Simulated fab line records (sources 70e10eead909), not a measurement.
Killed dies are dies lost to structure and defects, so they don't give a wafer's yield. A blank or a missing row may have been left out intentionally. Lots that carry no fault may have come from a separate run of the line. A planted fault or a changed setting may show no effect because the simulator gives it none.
A struck lot beside a sound one -- flow nand-harc -- 34 steps out of a route of 1302
Sound: these wafers, L854.1, L854.3, L854.5. The struck wafers were L863.1, L863.2, L863.4. The cause is given at the end.
For every step that has rows: the tool of each side, followed by ch and its chambers, followed by its first start. Under that, the readings that differ: sound wafers -- struck wafers -- difference of the means -- sigmas: that difference in standard deviations of wafers without a fault.
alike: a reading whose means differ by less than 2 such deviations, as well as words and numbers matching on both sides. not compared: withheld readings; readings where some wafer has no value; bounds like >300 that might hide an equal value; numbers whose values overlap and for which the record gives no deviation.
A row with sigmas, a row that says differs or no value, or rows on one side alone: a step with any of these is where the two part. Numbers that don't overlap but have no deviation are shown without sigmas and don't part them. A reading that every wafer of one side lacks parts them only if that side has two wafers or more.

first, 9 steps without rows for these wafers: NHARC_A_CHANNEL_HOLE_D2_DEP_00 (deposits aC, target thk 3100 nm); NHARC_A_CHANNEL_HOLE_D2_DEP_01 (deposits SiON, target thk 140 nm); NHARC_A_CHANNEL_HOLE_D2_DEHYDRATE_02 (time 120 s); NHARC_A_CHANNEL_HOLE_D2_HMDS_03 (time 30 s); NHARC_A_CHANNEL_HOLE_D2_COAT_36 (time 75 s); NHARC_A_CHANNEL_HOLE_D2_COAT_37 (time 65 s); NHARC_A_CHANNEL_HOLE_D2_COAT_04 (resist thk 90 nm); NHARC_A_CHANNEL_HOLE_D2_SOFTBAKE_05 (time 55 s); NHARC_A_CHANNEL_HOLE_D2_EBR_06.
NHARC_A_CHANNEL_HOLE_D2_EXPOSE_07: exposes mask HOLE D2, target cd 100 nm.
  sound on arfi-scanner-02 ch 0, day 17 11:08; struck on arfi-scanner-02 ch 0, day 20 22:26
reading,sound,struck,difference,sigmas
exposure-dose-mJ-cm2,59.67 59.63 59.64,57.01 56.97 57.06,-2.63,-41
  alike: mask
then, 2 steps without rows for these wafers: NHARC_A_CHANNEL_HOLE_D2_PEB_08 (peb time 65 s); NHARC_A_CHANNEL_HOLE_D2_DEVELOP_09 (develop time 35 s).
NHARC_A_CHANNEL_HOLE_D2_CD_MEAS_10: target cd 100 nm.
  sound on cd-sem-01 ch 0, day 17 11:17; struck on cd-sem-03 ch 0
reading,sound,struck,difference,sigmas
cd-nm (nm),100.3 99.8 99.3,97.9 97.8 98.2,-1.8,-3
  not compared: hold
NHARC_A_CHANNEL_HOLE_D2_OVL_MEAS_11:
  sound on overlay-02, day 17 11:22; struck on overlay-02, day 20 22:51
  alike: overlay-x-nm, overlay-y-nm
  not compared: hold
NHARC_A_CHANNEL_HOLE_D2_DESCUM_15: chemistry O2, time 3 s.
  sound on rie-diel-10 ch 1,3, day 17 11:28; struck on rie-diel-10 ch 0,2,3, day 20 22:56
reading,sound,struck,difference,sigmas
model.A_CHANNEL_HOLE_D2.cd-nm (nm),100.9 100.2 99.94,97.53 97.55 98.48,-2.49,
  alike: drypump-motor-current-A, o2-flow-sccm, oes-product-au, rf-vpp-V, showerhead-plenum-p-Torr, throttle-valve-pct
  not compared: rf-hours-counter-h
then, 16 steps without rows for these wafers: NHARC_A_CHANNEL_HOLE_D2_ETCH_38 (etches the open film in CF4, target depth 39 nm, time 65 s); NHARC_A_CHANNEL_HOLE_D2_ETCH_39 (etches the open film in N2/H2, target depth 260 nm, time 325 s); NHARC_A_CHANNEL_HOLE_D2_ETCH_34 (etches the open film in CF4/CHF3, target depth 154 nm, time 77 s); NHARC_A_CHANNEL_HOLE_D2_ETCH_16 (etches the open film in O2/COS, target depth 3100 nm, time 806 s); NHARC_A_CHANNEL_HOLE_D2_ETCH_19 (etches the open film in C4F8/O2/Ar, time 34.5 s); NHARC_A_CHANNEL_HOLE_D2_ETCH_20 (etches the open film in C4F8/O2/Ar, time 361.9 s, target depth 1600 nm); NHARC_A_CHANNEL_HOLE_D2_ETCH_21 (etches the open film in C4F8/O2/Ar, time 514.3 s, target depth 1600 nm); NHARC_A_CHANNEL_HOLE_D2_ETCH_22 (etches the open film in C4F8/O2/Ar, time 666.7 s, target depth 1600 nm); NHARC_A_CHANNEL_HOLE_D2_ETCH_23 (etches the open film in C4F8/O2/Ar, time 819 s, target depth 1600 nm); NHARC_A_CHANNEL_HOLE_D2_ETCH_24 (etches the open film in C4F8/O2/Ar, time 906.2 s, target depth 1500 nm); NHARC_A_CHANNEL_HOLE_D2_ETCH_25 (etches the open film in C4F8/O2/Ar, time 1040.2 s, target depth 1500 nm); NHARC_A_CHANNEL_HOLE_D2_ETCH_26 (etches the open film in C4F8/O2/Ar, time 224.1 s, target depth 300 nm); NHARC_A_CHANNEL_HOLE_D2_ETCH_27 (etches the open film in C4F8/O2/Ar, time 90 s, target depth 400 nm); NHARC_A_CHANNEL_HOLE_D2_STRIP_41 (strips in N2/H2); NHARC_A_CHANNEL_HOLE_D2_STRIP_42 (strips in CF4/CHF3); NHARC_A_CHANNEL_HOLE_D2_STRIP_43 (strips in O2/COS).
NHARC_A_CHANNEL_HOLE_D2_ETCH_44: etches the open film in CF4/O2, target depth 140 nm, overetch 14 nm, time 77 s.
  sound on rie-diel-06 ch 0,1,2, day 18 00:45; struck on rie-diel-11 ch 1,2,3, day 21 04:53
  alike: cf4-flow-sccm, drypump-motor-current-A, o2-flow-sccm, oes_o_777_au, oes-product-au, rf-vpp-V, showerhead-plenum-p-Torr, throttle-valve-pct
  not compared: rf-hours-counter-h, model.A_CHANNEL_HOLE_D2.cd-nm
then, 1 step without rows for these wafers: NHARC_A_CHANNEL_HOLE_D2_STRIP_28 (strips in O2).
-- jump in the record: it breaks off in module A_CHANNEL_HOLE_D2 and resumes in module END (first step shown: number 1302 of the route), and 12 days separate the struck wafers' starts before and after --
NHARC_END_SORT_01:
  sound on prober-02 ch 0, day 28 13:38; struck on prober-02 ch 0, day 33 05:56
  alike: killed-at-array, killed-at-other, killed-at-periphery, killed-dies, killed-open, killed-short

WHERE THEY PART
At NHARC_A_CHANNEL_HOLE_D2_EXPOSE_07 first; at NHARC_A_CHANNEL_HOLE_D2_CD_MEAS_10 last (within this record only). Later steps at which nothing parts them and some readings are alike: NHARC_A_CHANNEL_HOLE_D2_OVL_MEAS_11, NHARC_A_CHANNEL_HOLE_D2_DESCUM_15, NHARC_A_CHANNEL_HOLE_D2_ETCH_44, NHARC_END_SORT_01.

WHY: what had been put in by the simulator
Process parameter drift: arfi-scanner-02, from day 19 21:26 on, at NHARC_A_CHANNEL_HOLE_D2_EXPOSE_07. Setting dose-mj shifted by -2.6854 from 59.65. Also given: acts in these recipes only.
